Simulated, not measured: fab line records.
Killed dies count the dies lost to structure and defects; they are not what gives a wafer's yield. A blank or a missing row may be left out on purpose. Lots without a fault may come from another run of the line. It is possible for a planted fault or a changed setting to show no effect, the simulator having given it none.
Which tool did it? -- flow n5 finfet -- 6 lots, 18 wafers sampled, at 5 steps of a route of 1938

## WHAT EACH GAUGE READ, for each wafer
N5_BEOL_M0_SAQP_CD_MEAS_25 targets a cd of 13.1 nm.
lot,measured,on,cd nm (nm)
L551,day 5 18:35,cd sem-03,12.84 12.73 12.54
L554,day 6 12:31,cd sem-01,12.73 12.96 12.64
L557,day 7 07:15,cd sem-02,13.03 12.56 12.98
L560,day 8 11:18,cd sem-02,13.03 12.77 12.43
L566,day 9 12:41,cd sem-02,13.11 12.91 12.54
L571,day 10 19:22,cd sem-01,12.42 12.84 12.89

## WHAT TOOL EACH LOT RAN ON (gives the tool, then ch and the chambers of the sampled wafers, and finally the start)
lot,N5_BEOL_M0_SAQP_HM_DEP_111,N5_BEOL_M0_SAQP_DESCUM_19,N5_BEOL_M0_SAQP_SPACER1_ALD_98,N5_BEOL_M0_SAQP_SPACER1_ETCHBACK_99
L551,"pecvd-04 ch 0,1, day 5 16:20","rie diel-06 ch 0,1,3, day 5 16:52","ald sin-03 ch 0,3, day 5 17:55","rie diel-02 ch 0,1,2, day 5 18:23"
L554,"pecvd-03 ch 1,2, day 6 09:31","rie diel-02 ch 1,2,3, day 6 10:04","ald sin-02 ch 0,2,3, day 6 11:51","rie diel-06 ch 1,2,3, day 6 12:19"
L557,"pecvd-02 ch 1,2, day 7 04:52","rie diel-03 ch 0,2,3, day 7 05:18","ald sin-03 ch 0,1,3, day 7 06:35","rie diel-02 ch 0,1,3, day 7 07:03"
L560,"pecvd-02 ch 0,1,2, day 8 09:11","rie diel-06 ch 0,3, day 8 09:44","ald sin-03 ch 0,1,2, day 8 10:38","rie diel-06 ch 0,1,3, day 8 11:06"
L566,"pecvd-04 ch 0,1,2, day 9 09:50","rie diel-06 ch 0,1,2, day 9 10:33","ald sin-01 ch 0,1,2, day 9 12:00","rie diel-06 ch 0,2,3, day 9 12:29"
L571,"pecvd-02 ch 0,1, day 10 17:01","rie diel-03 ch 0,1,3, day 10 17:49","ald sin-01 ch 1,2,3, day 10 18:42","rie diel-06 ch 0,1, day 10 19:11"
- N5_BEOL_M0_SAQP_HM_DEP_111: deposits SiO2 from SiH4/N2O, target thk 12 nm, time 7.2 s.
- N5_BEOL_M0_SAQP_DESCUM_19: chemistry O2, time 7.9 s.
- N5_BEOL_M0_SAQP_SPACER1_ALD_98: deposits SiO2, target thk 12.8 nm, pulse time 1 s, purge time 2 s.
- N5_BEOL_M0_SAQP_SPACER1_ETCHBACK_99: etches SiO2 in CHF3/O2, target depth 15.4 nm, time 7.7 s.

## THE ANSWER, worked out from the rows above alone
Rule: the usual values come from the lots themselves. Put in order of their means at a reading, lots are off if they are a third of the lots or fewer, leave a main group of 4 or more, and stand apart from it by a gap of 3 or more times the standard deviation of the main group's means; of several such gaps the widest counts. A main group is skipped when, at the precision printed for the reading in the tables above, its means are all equal. Also off: a lot with no number at a reading for which 4 or more lots have one. All remaining lots with rows at the step are treated as sound.
Across all readings shown, no lot is off: no conclusion can be drawn from this.

## WHAT THE SIMULATOR PUT IN
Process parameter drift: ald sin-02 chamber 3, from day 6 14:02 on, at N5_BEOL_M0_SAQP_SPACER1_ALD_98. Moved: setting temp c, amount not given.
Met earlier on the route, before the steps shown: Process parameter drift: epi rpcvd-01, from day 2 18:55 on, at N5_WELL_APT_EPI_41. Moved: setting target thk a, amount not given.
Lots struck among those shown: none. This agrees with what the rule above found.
